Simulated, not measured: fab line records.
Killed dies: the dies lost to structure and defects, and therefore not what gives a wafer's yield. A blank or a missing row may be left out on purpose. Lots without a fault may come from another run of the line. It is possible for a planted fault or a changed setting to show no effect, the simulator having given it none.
Chamber matching    flow n5-finfet    4 sister chambers for N5_BEOL_M9_STRIP_19 on rie-diel-06
The step strips in O2. 8 wafers are shown with their chamber, then 7 later ones without.

EACH WAFER AND ITS CHAMBER
wafer   chamber  showerhead-plenum-p-Torr (Torr)  drypump-motor-current-A (A)
L082.1  2        2.01                             6.1
L086.2  3        2.06                             5.7
L086.3  0        2.17                             6.7
L088.1  1        2.06                             6.5
L088.2  2        2.01                             6.2
L088.4  0        2.17                             6.8
L091.2  3        2.05                             5.7
L091.3  1        2.06                             6.4

WAFERS WHOSE CHAMBER IS MISSING
wafer   showerhead-plenum-p-Torr (Torr)  drypump-motor-current-A (A)
L091.5  2.17                             6.8
L093.1  2.00                             6.1
L093.2  2.05                             6.4
L093.3  2.05                             5.7
L096.2  2.05                             5.7
L096.3  2.16                             6.8
L096.6  2.00                             6.1

THE CHAMBER EACH PASSED THROUGH
wafer   from the rows above  in truth
L091.5  0                    0
L093.1  2                    2
L093.2  1                    1
L093.3  3                    3
L096.2  3                    3
L096.3  0                    0
L096.6  2                    2
Correctly placed: 7 of 7. Number that these rows cannot place: 0. 0 placed wrongly.
How it was worked out, from the rows above alone: a wafer's distance from a chamber is the root of the sum, over the readings, of the square of ((its reading less the chamber's mean) divided by the reading's scatter). If the next closest chamber is less than 2 further off than the closest, the wafer can't be placed; otherwise it belongs to the closest. Each chamber's mean is taken over the wafers shown for it. How the scatter is found: for the shown wafers, subtract from each reading the mean of its chamber, square and add these, divide the total by (wafers less chambers), then take the root.
